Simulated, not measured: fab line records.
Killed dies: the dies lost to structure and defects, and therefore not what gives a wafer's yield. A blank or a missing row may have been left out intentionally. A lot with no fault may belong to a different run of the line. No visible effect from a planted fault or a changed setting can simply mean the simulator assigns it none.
fab line records	flow n5Finfet
record lots=5	wafers=13	lastDay=19
route steps=1938 shown STI_FIN_REVEAL@184 DUMMY_GATE@212 BEOL_M4@1111 PASSIVATION@1936
lots that met no fault: from a run of the same line without faults
startH: hours from the record's opening day to when the first of the lot's shown wafers began	waitH: hours elapsed since this lot's preceding step	" repeats the value in the row above	L1.1+2: several wafers, shown together as one row	- value missing, or start not given	* or withheld: withheld	< > ~ a bound
route shown NAME@n: NAME is a module with steps in the file, n the number in the route of the first one	usual: average and standard deviation across the fault-free wafers	same: alike in all rows	chamber/n: place in a boat	sites: the reading at each site	_std_site: their standard deviation	_edge_site: outer sites' mean less inner sites'	radiusMm: for every site, how far away it sits from the centre of the wafer	mask NAME#n: copy n	behind: the most recent tool/chamber to have shaped the wafer	hold: what put the lot on hold/how long, in hours/how the hold closed	device: transistor that didn't switch, given as n, p or np	end of line: tests run on the same wafers once the route is complete	where a step has no rows: the recipe by itself	killed: the dies lost at the first sort to structure and to defects; this is not the yield of the wafer	map: a wafer's dies, marking killed ones x, the rest . and places with no die _
set.NAME: the run value of the setting; set.NAME@STEP: its run value at that earlier step	model.NAME: the simulator's own value behind a step, which no gauge read
lots seen at some steps along the route; tables by step, rows by wafer
services: from which hour (startH, from the record's first day; less than 0 if before it) a tool's chamber was out of use, for how many hours, and why
## steps
# step N5_STI_FIN_REVEAL_ALD_14
# recipe material=Si3N4	targetThkA=30	tempC=400	aldPrecursorFamily=SiH2I2	aldCoReactant=N2/H2-plasma	pressureTorr=2
# step N5_STI_FIN_REVEAL_FCVD_FILL_01
# recipe material=SiO2_flowable	targetThkA=3120	tempC=100	pressureTorr=0.8	rfW=2000	timeS=512.2
# step N5_STI_FIN_REVEAL_DENSIFY_02
# recipe tempC=650	ambient=steam	timeS=1800	idleTempC=400	densificationPH2oTorr=640
# step N5_STI_FIN_REVEAL_CMP_04
# recipe stopOn=Si3N4	tOverpolishS=4	downForcePsi=2	platenRpm=54.18	postCmpClean=alkalineBrush	padVelocityMS=1.078	targetThkNm=131.83
# step N5_STI_FIN_REVEAL_DENSIFY_30
# recipe tempC=*	timeS=*	ambient=N2	idleTempC=600	rampUpCPerS=150	rampDownCPerS=60	coolToC=600
# step N5_STI_FIN_REVEAL_ETCHBACK_08
# recipe chemistry=C4F6/O2	target=SiO2	targetDepthA=305	timeS=10.167	ionEnergyEv=250	pressureMtorr=30	sourceW=345	biasW=185	Ar_flow_sccm=300	C4F6_flow_sccm=10	O2_flow_sccm=10
# step N5_STI_FIN_REVEAL_STRIP_24
# recipe chemistry=N2/H2	timeS=90	powerW=100	tempC=40	pressureMtorr=100	rfFrequencyHz=6e+07	biasPowerW=3	n2FlowSccm=300	h2FlowSccm=300
# step N5_STI_FIN_REVEAL_PRECLEAN_25
# recipe chemistry=SPM	timeS=90	tempC=120	mix=4:1
# step N5_STI_FIN_REVEAL_PRECLEAN_26
# recipe chemistry=SC1	timeS=45	tempC=46	mix=1:2:100
# step N5_STI_FIN_REVEAL_PRECLEAN_29
# recipe chemistry=DHF	timeS=30	tempC=25	dilution=300:1
# step N5_STI_FIN_REVEAL_SRD_12
# recipe timeS=30	tempC=23	rinseLiquid=diw	dry=ipaMarangoni
# step N5_STI_FIN_REVEAL_RECESS_09
# recipe chemistry=HF/NH3	target=SiO2	afsCycles=11	targetDepthA=425	tempC=30	sublimationTempC=180	sublimationTimeS=60
# usual drypumpMotorCurrentA=5.3/0.36
lot.wafer	tool	chamber	startH	waitH	drypumpMotorCurrentA
L933.1	vaporEtch-01	1	42.16	0.0	5.4
L933.3	"	0	"	"	4.8
L933.6	"	0	"	"	4.8
L937.4	vaporEtch-01	0	65.26	0.6	4.8
L937.5	"	1	"	"	5.4
L937.6	"	0	"	"	4.8
L938.3	vaporEtch-01	1	70.82	0.6	5.4
L938.6	"	0	"	"	4.8
L941.2	vaporEtch-01	0	89.19	0.0	4.8
L941.6	"	0	90.25	1.1	4.8
L953.1	vaporEtch-01	1	161.20	0.0	5.4
L953.4	"	0	"	"	4.8
L953.5	"	1	"	"	5.4
# step N5_STI_FIN_REVEAL_STRIP_16
# recipe chemistry=H3PO4	material=SiNx	tempC=165	targetDepthA=238	overetchFraction=0.4964	dry=ipaMarangoni
# step N5_STI_FIN_REVEAL_PRECLEAN_17
# recipe chemistry=NF3:NH3	afsCycles=1	tempC=30	timeS=20	sublimationTempC=180	sublimationTimeS=60	pressureTorr=3	rfPowerW=30
# step N5_STI_FIN_REVEAL_ETCH_34
# recipe chemistry=H2	mode=isotropic	material=Si	target=Si	targetDepthA=9.7	tempC=20	pressureMtorr=4.5	icpW=300	biasW=0	h2FlowSccm=7.5	heFlowSccm=142.5
# step N5_STI_FIN_REVEAL_OXIDATION_31
# recipe chemistry=O2_PLASMA_REMOTE	tempC=150	timeS=20	pressureMtorr=1000	sourcePowerW=2000	o2FlowSccm=3000
# step N5_STI_FIN_REVEAL_PRECLEAN_32
# recipe chemistry=NF3:NH3	afsCycles=1	tempC=30	timeS=20	sublimationTempC=180	sublimationTimeS=60	pressureTorr=3	rfPowerW=30
# step N5_STI_FIN_REVEAL_STRIP_35
# recipe chemistry=H3PO4	material=Si3N4	tempC=165	targetDepthA=40	timeS=39
# step N5_STI_FIN_REVEAL_SRD_21
# recipe dry=ipaMarangoni	timeS=30	tempC=23	rinseLiquid=diw
# step N5_STI_FIN_REVEAL_OXIDATION_33
# recipe chemistry=O2_PLASMA_REMOTE	tempC=150	timeS=20	pressureMtorr=1000	sourcePowerW=2000	o2FlowSccm=3000
# step N5_STI_FIN_REVEAL_CLEAN_19
# recipe chemistry=O3/DIW	tempC=25	timeS=120	o3Ppm=10
# step N5_STI_FIN_REVEAL_SRD_23
# recipe dry=ipaMarangoni	timeS=30	tempC=23	rinseLiquid=diw
# step N5_STI_FIN_REVEAL_FIN_H_MEAS_10
# usual trenchDepthNm=51.8/0.7
lot.wafer	tool	chamber	startH	waitH	trenchDepthNm
L933.1	ocd-02	-	44.87	0.0	52.8
L933.3	"	-	"	"	52.2
L933.6	"	-	"	"	52.7
L937.4	ocd-01	-	67.43	0.0	51.8
L937.5	"	-	"	"	47.7
L937.6	"	-	"	"	46.4
L938.3	ocd-02	-	73.00	0.0	51.9
L938.6	"	-	"	"	49.3
L941.2	ocd-01	-	92.02	0.0	50.6
L941.6	"	-	"	"	47.3
L953.1	ocd-02	-	163.92	0.0	51.9
L953.4	"	-	"	"	52.8
L953.5	"	-	"	"	51.6
# step N5_STI_FIN_REVEAL_PRECLEAN_18
# recipe chemistry=SC2	timeS=45	tempC=35	mix=1:1:50
# step N5_STI_FIN_REVEAL_SRD_28
# recipe dry=ipaMarangoni	timeS=30	tempC=23	rinseLiquid=diw
# step N5_DUMMY_GATE_PRECLEAN_00
# recipe chemistry=O3/DIW	timeS=60	tempC=22	o3Ppm=10
# step N5_DUMMY_GATE_SRD_01
# recipe timeS=30	tempC=23	rinseLiquid=diw	dry=ipaMarangoni
# step N5_DUMMY_GATE_ALD_02
# recipe material=SiO2	targetThkA=20	tempC=300	aldPrecursorFamily=BDEAS	aldCoReactant=O2-plasma	pulseTimeS=1	pressureTorr=2
# step N5_DUMMY_GATE_CVD_03
# recipe material=a-Si	targetThkA=1500	tempC=530	precursor=SiH4	timeS=8042
# step N5_DUMMY_GATE_PRECLEAN_46
# recipe chemistry=DIW	timeS=89.5	tempC=23
# step N5_DUMMY_GATE_SRD_47
# recipe dryTimeS=32	dry=n2Spin	spinRpm=1500
# step N5_DUMMY_GATE_CMP_04
# recipe material=a-Si	postCmpClean=alkalineBrush
# step N5_DUMMY_GATE_HM_DEP_06
# recipe material=SiNx	targetThkA=800	precursor=DCS/NH3	tempC=700	pressureMtorr=300	timeS=5141
# step N5_DUMMY_GATE_PECVD_30
# recipe material=SiO2	targetThkA=550	tempC=400	precursor=TEOS/O2	pressureTorr=6.5	rfW=withheld	teosFlowSccm=withheld	gas=O2	flowSccm=2650	timeS=10.8
# step N5_DUMMY_GATE_COAT_34
# recipe resist=SOC	tempC=250	timeS=60	spinRpm=1500	resistThkNm=60
# step N5_DUMMY_GATE_COAT_35
# recipe resist=SiARC	tempC=220	timeS=60	spinRpm=1500	resistThkNm=10
# step N5_DUMMY_GATE_COAT_28
# recipe resist=underlayer	tempC=205	timeS=60	spinRpm=1500	resistThkNm=10
# step N5_DUMMY_GATE_COAT_09
# recipe resist=CAR-EUV	spinRpm=1500	resistThkNm=30
# step N5_BEOL_M4_RC_MEAS_101
# usual DIBL_N=36.0/1.9	DIBL_P=35.6/2.2	IOFF_N=0.15/0.031	IOFF_N_85C=3.0/0.51	IOFF_P=0.19/0.032	IOFF_P_85C=3.4/0.48	ION_N=668/11	ION_P=455/7.2	SS_N=71.5/0.65	SS_P=73.4/0.64	VT_N=251/3.6	VT_P=-253/3.3
lot.wafer	tool	chamber	startH	waitH	DIBL_N[mV/V]	DIBL_P[mV/V]	IOFF_N[nA/um]	IOFF_N_85C[nA/um]	IOFF_P[nA/um]	IOFF_P_85C[nA/um]	ION_N[uA/um]	ION_P[uA/um]	SS_N[mV/dec]	SS_P[mV/dec]	VT_N[mV]	VT_P[mV]
L933.1	prober-02	0	193.73	0.0	38.4	38.5	0.17	3.3	0.19	3.4	676	449	72.3	74.2	249	-254
L933.3	"	0	"	"	36.9	37.4	0.14	2.9	0.18	3.2	667	448	71.9	73.7	252	-254
L933.6	"	0	"	"	36.8	37.4	0.14	2.7	0.17	3.2	660	451	72.2	73.3	252	-255
L938.3	prober-01	0	241.53	0.3	37.3	38.6	0.19	3.5	0.22	3.9	679	465	72.7	73.5	245	-250
L938.6	"	0	"	"	42.1	43.8	0.28	5.0	0.36	5.8	648	439	74.3	76.8	246	-248
L937.4	prober-02	0	242.13	0.5	34.6	33.7	0.12	2.4	0.16	2.9	663	444	71.3	73.2	256	-254
L937.5	"	0	"	"	36.6	35.1	0.17	3.3	0.21	3.8	608	419	74.8	74.9	260	-255
L937.6	"	0	"	"	44.4	37.5	0.55	8.8	0.31	5.1	603	415	84.8	76.5	256	-254
L941.2	prober-02	0	277.37	0.2	34.3	34.2	0.13	2.7	0.18	3.3	665	452	72.5	72.6	252	-252
L941.6	"	0	"	"	38.6	39.8	0.26	4.6	0.39	6.2	624	430	75.3	77.4	251	-250
L953.1	prober-02	0	325.81	0.0	39.4	40.4	0.24	4.4	0.31	5.1	692	473	73.1	74.7	244	-243
L953.4	"	0	"	"	37.2	36.9	0.18	3.5	0.23	3.9	681	465	72.0	73.5	248	-248
L953.5	"	0	"	"	36.8	36.4	0.17	3.4	0.22	3.8	673	456	72.0	73.3	248	-249
# step N5_PASSIVATION_PROBE_49
# usual defectLimitedYield=91.3/1.4	killed_at_M0_to_M3=34/10	killed_at_M4_up=14/5.5	killedAtContacts=12/6	killedAtFrontEnd=40/10	killedAtOther=3.0/2.4	killedDies=103/17	killedOpen=68/13	killedShort=34/7.8	sort_bin_4_leakage=0.00/0.014	sort_bin_5_function=5.1/0.97	sort_bin_6_memory=3.3/0.66	sort_bin_8_speed=0.02/0.12	sortNPass=1077/17	sortYieldPct=91.2/1.4
# same grossDies=1180	killedAtBackSide=0
lot.wafer	tool	chamber	startH	waitH	defectLimitedYield[%]	killed_at_M0_to_M3	killed_at_M4_up	killedAtContacts	killedAtFrontEnd	killedAtOther	killedDies	killedOpen	killedShort	sort_bin_4_leakage[%]	sort_bin_5_function[%]	sort_bin_6_memory[%]	sort_bin_8_speed[%]	sortNPass	sortYieldPct[%]
L937.4	prober-01	-	341.18	0.2	90.3	38	15	21	37	3	114	82	28	0	5.7	3.4	0.08	1065	90.3
L937.5	prober-01	-	341.23	0.2	91.6	27	13	11	44	4	99	62	34	0	4.9	3.1	91.27	4	0.3
L937.6	prober-01	-	341.28	0.3	92.0	38	16	19	20	1	94	67	27	71.61	4.7	3.1	20.42	0	0
L938.3	prober-02	-	347.68	0.1	93.1	28	15	7	30	1	81	54	27	0	4.1	2.5	0	1099	93.1
L938.6	prober-02	-	347.83	0.3	91.4	31	15	10	46	0	102	69	32	0.17	5.6	2.7	0	1076	91.2
L941.2	prober-02	-	378.52	0.1	93.5	21	16	12	27	1	77	47	24	0	4.1	1.7	0	1103	93.5
L941.6	prober-02	-	378.72	0.3	93.6	20	18	5	31	2	76	44	25	0.17	3.4	2.4	44.15	581	49.2
# killed by level:class
L937.4 MOL_CONTACT_COAG:geometricParticle:open=20 FIN_SAQP:geometricParticle:open=13 BEOL_M2:geometricParticle:open=10 BEOL_M4:geometricParticle:open=9 BEOL_M3:geometricParticle:open=7 GATE_CUT:geometricParticle:short=6 FIN_SAQP:geometricParticle:short=4 BEOL_M0_SAQP:geometricParticle:short=4
L937.5 STI_FIN_REVEAL:geometricParticle:open=14 MOL_CONTACT_COAG:geometricParticle:open=10 BEOL_M0_SAQP:geometricParticle:open=10 BEOL_M0_SAQP:geometricParticle:short=7 GATE_CUT:geometricParticle:short=6 GATE_CUT:geometricParticle:open=5 BEOL_M4:geometricParticle:open=4 STARTING-WAFER:geometricParticle:short=4
L937.6 MOL_CONTACT_COAG:geometricParticle:open=16 BEOL_M0_SAQP:geometricParticle:open=12 BEOL_M0_SAQP:geometricParticle:short=10 BEOL_M4:geometricParticle:open=6 BEOL_M3:geometricParticle:open=6 BEOL_M1:geometricParticle:open=5 STI_FIN_REVEAL:geometricParticle:open=3 DUMMY_GATE:geometricParticle:open=3
L938.3 BEOL_M2:geometricParticle:open=11 MOL_CONTACT_COAG:geometricParticle:open=6 DUMMY_GATE:geometricParticle:open=6 BEOL_M0_SAQP:geometricParticle:open=6 FIN_SAQP:geometricParticle:short=5 BEOL_M4:geometricParticle:open=5 STARTING-WAFER:geometricParticle:short=4 BEOL_M3:geometricParticle:open=4
L938.6 STI_FIN_REVEAL:geometricParticle:open=11 BEOL_M0_SAQP:geometricParticle:short=9 DUMMY_GATE:geometricParticle:open=8 MOL_CONTACT_COAG:geometricParticle:open=8 BEOL_M0_SAQP:geometricParticle:open=7 BEOL_M1:geometricParticle:open=6 BEOL_M4:geometricParticle:open=6 STARTING-WAFER:geometricParticle:open=6
L941.2 STI_FIN_REVEAL:geometricParticle:open=8 MOL_CONTACT_COAG:geometricParticle:open=7 BEOL_M4:geometricParticle:open=6 MOL_CONTACT_COAG:geometricParticle:short=5 DUMMY_GATE:geometricParticle:open=4 BEOL_M0_SAQP:geometricParticle:short=4 BEOL_M0_SAQP:geometricParticle:open=4 BEOL_M2:geometricParticle:short=4
L941.6 BEOL_M4:geometricParticle:open=8 GATE_CUT:geometricParticle:short=5 MOL_CONTACT_COAG:geometricParticle:open=5 BEOL_M2:geometricParticle:open=5 HKMG_FIN:areaEtch=5 FIN_SAQP:geometricParticle:open=3 GATE_CUT:geometricParticle:open=3 BEOL_M0_SAQP:geometricParticle:short=3
# map L937.4 (x killed, . not)
_________________............________________
______________.......x.........._____________
___________.................x......__________
__________......x..................._________
________............xx...............x_______
_______................................______
______x.x.......xx..x...........x......x_____
_____.......x............................____
____...x................................xx___
___.................x.......x...x........xx__
___x.....xx.........................x......__
__............x.....................xx......_
__.....x..x.............x....xx..........x.._
_...................x.......x...xx......xxx.x
_.................................xxx......x.
_...xx..x.....x..x......x..............x.x...
_...........xx..x...........x................
_............................xx...x..xx.x....
_...........x........................xx......
_.x.....x....x...........x...................
_...........x..x...............x......x....x.
__.x......................x.......x........._
__..x..........x....................x.....x._
___....x.......x.....x.x......x..........x.__
___.x.......x.......................x..xx..__
____....x......x............x.............___
_____....................................____
______..x.x.........x..........x........_____
_______...x.x..........................______
________..................x..xx.....x._______
__________.........................._________
___________.......x................__________
______________.......x.x....x..._____________
_________________..x......x..________________
# map L938.6 (x killed, . not)
_________________x..x........________________
______________........x........._____________
___________.......x.........xx....x__________
__________...............x.........._________
________..x...................x.xx...._______
_______....x......x..x....x.........x..______
______x........x........x..............._____
_____................x.......x...........____
____.......................x........x...x.___
___.....x...............................x..__
___..............x..............x..........__
__..............x..........................._
__...................xx......x...x.........._
_......x...........x......................x..
_.................x.....................x....
_....................x.....x.......x.........
_..x.x.........x.x.x.........................
_.........................x.........x........
_....x.x......................x..x.xx........
_.................................x..........
_......................................x.x...
__.x.x................................x.x..._
__......x...x.......x......................._
___..x......x..............x...............__
___...x.x...........x.x....x.........x...x.__
____.......xx..............x..............___
_____..........x.......x...x..x.....x..x.____
______....x.........x........x.........._____
_______.......x....x.........xx.xx.....______
________...xx.........x....x.x........_______
__________.........................._________
___________....x...x..x............__________
______________................x._____________
_________________............________________
## services
tool	chamber	startH	hours	kind
vaporEtch-01	-	39.24	2.8	pm
## key
firstSign step=N5_STI_FIN_REVEAL_FIN_H_MEAS_10	reading=trenchDepthNm	direction=down	sigmas=6	usual=51.8	struck=47.7
effect step=N5_BEOL_M4_RC_MEAS_101	reading=SS_N	direction=up	sigmas=8.9	usual=71.5	struck=77.3
effect step=N5_BEOL_M4_RC_MEAS_101	reading=IOFF_N	direction=up	sigmas=5.2	usual=0.15	struck=0.32	wafersMoved=3
effect step=N5_BEOL_M4_RC_MEAS_101	reading=IOFF_N_85C	direction=up	sigmas=4.8	usual=3.0	struck=5.4	wafersMoved=3
effect step=N5_BEOL_M4_RC_MEAS_101	reading=SS_P	direction=up	sigmas=4.7	usual=73.4	struck=76.4
effect step=N5_BEOL_M4_RC_MEAS_101	reading=ION_N	direction=down	sigmas=4.2	usual=668	struck=621
effect step=N5_BEOL_M4_RC_MEAS_101	reading=ION_P	direction=down	sigmas=4.1	usual=455	struck=426
effect step=N5_BEOL_M4_RC_MEAS_101	reading=IOFF_P	direction=up	sigmas=4	usual=0.19	struck=0.32
effect step=N5_BEOL_M4_RC_MEAS_101	reading=IOFF_P_85C	direction=up	sigmas=3.9	usual=3.4	struck=5.2
effect step=N5_BEOL_M4_RC_MEAS_101	reading=DIBL_N	direction=up	sigmas=2.3	usual=36.0	struck=40.4	wafersMoved=3
effect step=N5_PASSIVATION_PROBE_49	reading=sort_bin_8_speed	direction=up	sigmas=99+	usual=0.02	struck=38.96	wafersMoved=3
metAt N5_STI_FIN_REVEAL_RECESS_09
struckWafers L937.5,L937.6,L938.6,L941.6
onsetBetween 42.16 65.26
fault kind=processParameterDrift	tool=vaporEtch-01	chamber=-	onsetH=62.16	steps=N5_STI_FIN_REVEAL_RECESS_09	channel=targetDepthA	offset=-38.163	shape=step	endH=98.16	scope=struckWafersOnly	actsIn=theseRecipesOnly	stated=425
